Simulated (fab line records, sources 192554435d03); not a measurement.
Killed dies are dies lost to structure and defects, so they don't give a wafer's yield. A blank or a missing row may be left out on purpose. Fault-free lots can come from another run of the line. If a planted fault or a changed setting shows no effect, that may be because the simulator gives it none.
Split-lot study -- flow n5Finfet -- 21 wafers read across 7 lots, on a route 1938 steps long

== THE SPLIT ITSELF ==
At N5_BEOL_M2_DESCUM_16 (chemistry O2, time 7 s), the setting timeS was moved away from the recipe's 7 s on 10 of the 21 wafers read, by -21.6% to +19.3%. All remaining wafers had this setting at the recipe value.

Reading taken at the split's own step.

== THE READING ==
CAR-EUV_of_BEOL_M2_COAT_05.thkNm (the simulator's own value, which no gauge read), in nm, at N5_BEOL_M2_DESCUM_16 (chemistry O2, time 7 s). The file does not state a usual value for it. The 11 wafers here that ran the recipe average 26.1 nm, standard deviation 0.1 nm.

wafer,"tool, chamber at the split","timeS as run, s",against the recipe,"CAR-EUV_of_BEOL_M2_COAT_05.thkNm, nm",against lot-mates on the recipe
L074.1,"rieDiel-05, 2,0,3",7,recipe,26,-
L074.2,"rieDiel-05, 2,0,3",7,recipe,26,-
L074.4,"rieDiel-05, 2,0,3",7,recipe,26,-
L077.1,"rieDiel-04, 0",7.887,+12.7%,25.6,-0.6
L077.6,"rieDiel-04, 0",7.887,+12.7%,25.6,-0.6
L077.5,"rieDiel-04, 1",7,recipe,26.2,-
L079.1,"rieDiel-04, 0",8.352,+19.3%,25.6,no lot-mate on the recipe
L079.2,"rieDiel-04, 1,3",8.352,+19.3%,25.4,no lot-mate on the recipe
L079.3,"rieDiel-04, 1,3",8.352,+19.3%,25.4,no lot-mate on the recipe
L080.1,"rieDiel-06, 0,1,0",7,recipe,26.2,-
L080.4,"rieDiel-06, 0,1,0",7,recipe,26.2,-
L080.6,"rieDiel-06, 0,1,0",7,recipe,26.2,-
L084.2,"rieDiel-05, 2",7.922,+13.2%,25.6,-0.6
L084.3,"rieDiel-05, 0",7.922,+13.2%,25.8,-0.4
L084.6,"rieDiel-05, 2",7,recipe,26.2,-
L090.2,"rieDiel-06, 2,3",6.431,-8.1%,26.4,+0.4
L090.5,"rieDiel-06, 2,3",6.431,-8.1%,26.4,+0.4
L090.4,"rieDiel-06, 0",7,recipe,26,-
L092.1,"rieDiel-05, 3",5.486,-21.6%,26.8,+0.7
L092.2,"rieDiel-05, 2",7,recipe,26.2,-
L092.3,"rieDiel-05, 1",7,recipe,26,-
Rows listing several chambers each stand for several wafers; the file does not say which wafer went through which chamber.

THE FIT
A straight line over all 21 wafers: CAR-EUV_of_BEOL_M2_COAT_05.thkNm changes by -0.0336 nm for each +1% of timeS; r = -0.97; the points scatter about the line by 0.096 nm.
The same after taking each lot's own level away (the mean of its wafers on the recipe; 18 wafers): -0.0394 nm for each +1%; r = -0.98; scatter 0.077 nm.
On that fit, the largest move of timeS shifts the reading by 0.85 nm.
The span of the lots' own levels, 26.00 to 26.20 nm, comes to 2.0 times the standard deviation stated above.
In other words, the slope is changed by the lot-to-lot level; the two fits disagree.
Check: +0.961 nm against its lot-mates is what the line predicts for one of the wafers moved furthest among these (-21.6%) when that wafer is left out of the fit. Against them it came out at +0.7 nm.

== OTHER SPLITS APPLIED TO THESE WAFERS ==
Before the reading, these wafers also passed through other splits. Each is held against what the fit with the lots' levels taken away leaves over:
other split on the same wafers,wafers away from the commonest value,r with CAR-EUV_of_BEOL_M2_COAT_05.thkNm (lot level and that fit taken away)
N5_BEOL_M0_TRENCH_ETCH_107 targetDepthA,9,-0.20
N5_BEOL_M0_ETCH_109 biasW,7,+0.36
N5_BEOL_M1_ALD_98 aldCycles,4,-0.08
N5_BEOL_M1_TRENCH_ETCH_37 biasW,6,-0.13

== THE FILE'S OWN FIT ==
CAR-EUV_of_BEOL_M2_COAT_05.thkNm changes by -0.0375 nm for each +1% of timeS, r = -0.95.
